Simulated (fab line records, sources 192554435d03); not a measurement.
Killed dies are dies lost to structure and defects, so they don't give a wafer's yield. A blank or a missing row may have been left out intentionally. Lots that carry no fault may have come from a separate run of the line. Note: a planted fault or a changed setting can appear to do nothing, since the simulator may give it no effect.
Split-lot study + flow n5Finfet + 39 wafers read from 7 lots, route of 1938 steps

== THE SPLIT ==
At N5_BEOL_M9_ILD_DEP_00 (deposits SiCOH lowk from DEMS/porogen, target thk 308.51 nm, time 58 s), the setting timeS was moved away from the recipe's 58 s on 18 of the 39 wafers read, by -58.1% to +48.9%. For the rest of the wafers, this setting stayed at what the recipe calls for.

== SPLIT TO READING: what lies between them in the file, 1 step ==
- N5_BEOL_M9_CURE_71: cures SiCOH lowk, time 240 s

== THE READING ==
M9_ILD_THK at N5_BEOL_M9_THK_MEAS_01, in nm. On this fab line, fault-free wafers typically give 268 nm with a standard deviation of 3.9 nm.

| wafer  | tool, chamber at the split | timeS as run, s | against the recipe | M9_ILD_THK, nm | against lot-mates on the recipe |
|--------|----------------------------|-----------------|--------------------|----------------|---------------------------------|
| L076.1 | pecvd-03, 1                | 47.87           | -17.5%             | 220            | -52                             |
| L076.2 | pecvd-03, 0                | 47.87           | -17.5%             | 216            | -56                             |
| L076.3 | pecvd-03, 0                | 58              | recipe             | 270            | -                               |
| L076.4 | pecvd-03, 1                | 47.87           | -17.5%             | 225            | -47                             |
| L076.5 | pecvd-03, 1                | 58              | recipe             | 273            | -                               |
| L076.6 | pecvd-03, 0                | 58              | recipe             | 272            | -                               |
| L075.1 | pecvd-03, 1                | 86.34           | +48.9%             | 394            | +125                            |
| L075.2 | pecvd-03, 0                | 86.34           | +48.9%             | 396            | +127                            |
| L075.3 | pecvd-03, 1                | 58              | recipe             | 272            | -                               |
| L075.4 | pecvd-03, 0                | 58              | recipe             | 268            | -                               |
| L075.5 | pecvd-03, 1                | 86.34           | +48.9%             | 401            | +132                            |
| L075.6 | pecvd-03, 0                | 58              | recipe             | 268            | -                               |
| L085.1 | pecvd-02, 0                | 69.83           | +20.4%             | 313            | +46                             |
| L085.2 | pecvd-02, 1                | 69.83           | +20.4%             | 317            | +50                             |
| L085.3 | pecvd-02, 2                | 58              | recipe             | 263            | -                               |
| L085.4 | pecvd-02, 2                | 58              | recipe             | 269            | -                               |
| L085.5 | pecvd-02, 1                | 58              | recipe             | 268            | -                               |
| L085.6 | pecvd-02, 0                | 69.83           | +20.4%             | 320            | +53                             |
| L088.1 | pecvd-03, 0                | 58              | recipe             | 265            | -                               |
| L088.2 | pecvd-03, 2                | 58              | recipe             | 267            | -                               |
| L088.3 | pecvd-03, 1                | 29.54           | -49.1%             | 140            | -129                            |
| L088.4 | pecvd-03, 0                | 29.54           | -49.1%             | 140            | -129                            |
| L088.5 | pecvd-03, 2                | 29.54           | -49.1%             | 142            | -127                            |
| L088.6 | pecvd-03, 1                | 58              | recipe             | 274            | -                               |
| L090.1 | pecvd-03, 1                | 58              | recipe             | 265            | -                               |
| L090.4 | pecvd-03, 2                | 58              | recipe             | 270            | -                               |
| L090.5 | pecvd-03, 0                | 58              | recipe             | 264            | -                               |
| L091.1 | pecvd-01, 0                | 24.29           | -58.1%             | 115            | -158                            |
| L091.2 | pecvd-01, 1                | 24.29           | -58.1%             | 116            | -157                            |
| L091.3 | pecvd-01, 2                | 58              | recipe             | 272            | -                               |
| L091.4 | pecvd-01, 1                | 24.29           | -58.1%             | 120            | -153                            |
| L091.5 | pecvd-01, 2                | 58              | recipe             | 274            | -                               |
| L091.6 | pecvd-01, 0                | 58              | recipe             | 274            | -                               |
| L094.1 | pecvd-03, 1                | 25.84           | -55.4%             | 122            | -145                            |
| L094.2 | pecvd-03, 0                | 58              | recipe             | 267            | -                               |
| L094.3 | pecvd-03, 2                | 58              | recipe             | 268            | -                               |
| L094.4 | pecvd-03, 2                | 25.84           | -55.4%             | 122            | -145                            |
| L094.5 | pecvd-03, 0                | 58              | recipe             | 267            | -                               |
| L094.6 | pecvd-03, 1                | 25.84           | -55.4%             | 127            | -140                            |

THE FIT
A straight line over all 39 wafers: M9_ILD_THK changes by +2.61 nm for each +1% of timeS; r = +1.00; the points scatter about the line by 3.5 nm.
The same after taking each lot's own level away (the mean of its wafers on the recipe; 39 wafers): +2.62 nm for each +1%; r = +1.00; scatter 3.2 nm.
That fit puts the effect of the largest move of timeS on the reading at 1.5e+02 nm.
Measured against the standard deviation above, the lots' own levels, which go from 266.3 to 273.3 nm, span 1.8 times it.
The two slopes agree, so the slope changes little with the lot-to-lot level.
Check: for one of the wafers moved furthest among these (-58.1%), held out of the fit, the line's prediction against its lot-mates is -153 nm. It came out at -158 nm against them.

== ADDITIONAL SPLITS CARRIED BY THESE WAFERS ==
These wafers also went through other splits before the reading. Each is held against what the fit with the lots' levels taken away leaves over:
| other split on the same wafers         | wafers away from the commonest value | r with M9_ILD_THK (lot level and that fit taken away) |
|----------------------------------------|--------------------------------------|-------------------------------------------------------|
| N5_BEOL_M6_TRENCH_ETCH_37 targetDepthA | 12                                   | -0.09                                                 |

== THE WHOLE CHAIN: every reading that the file lists as answering this split, in the file's order ==
| step                   | what it does                                                           | reading                                                                                 | change (the file's fit)              | r (the file's) |
|------------------------|------------------------------------------------------------------------|-----------------------------------------------------------------------------------------|--------------------------------------|----------------|
| N5_BEOL_M9_ILD_DEP_00  | deposits SiCOH lowk from DEMS/porogen, target thk 308.51 nm, time 58 s | SiCOH_lowk_of_BEOL_M9_ILD_DEP_00.thkNm (the simulator's own value, which no gauge read) | +2.99 nm for each +1% of the setting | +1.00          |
| N5_BEOL_M9_CURE_71     | cures SiCOH lowk, time 240 s                                           | SiCOH_lowk_of_BEOL_M9_ILD_DEP_00.thkNm (the simulator's own value, which no gauge read) | +2.63 nm for each +1% of the setting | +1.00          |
| N5_BEOL_M9_THK_MEAS_01 |                                                                        | M9_ILD_THK                                                                              | +2.63 for each +1% of the setting    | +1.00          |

== FILE'S OWN FIT ==
M9_ILD_THK changes by +2.63 nm for each +1% of timeS, r = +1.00.
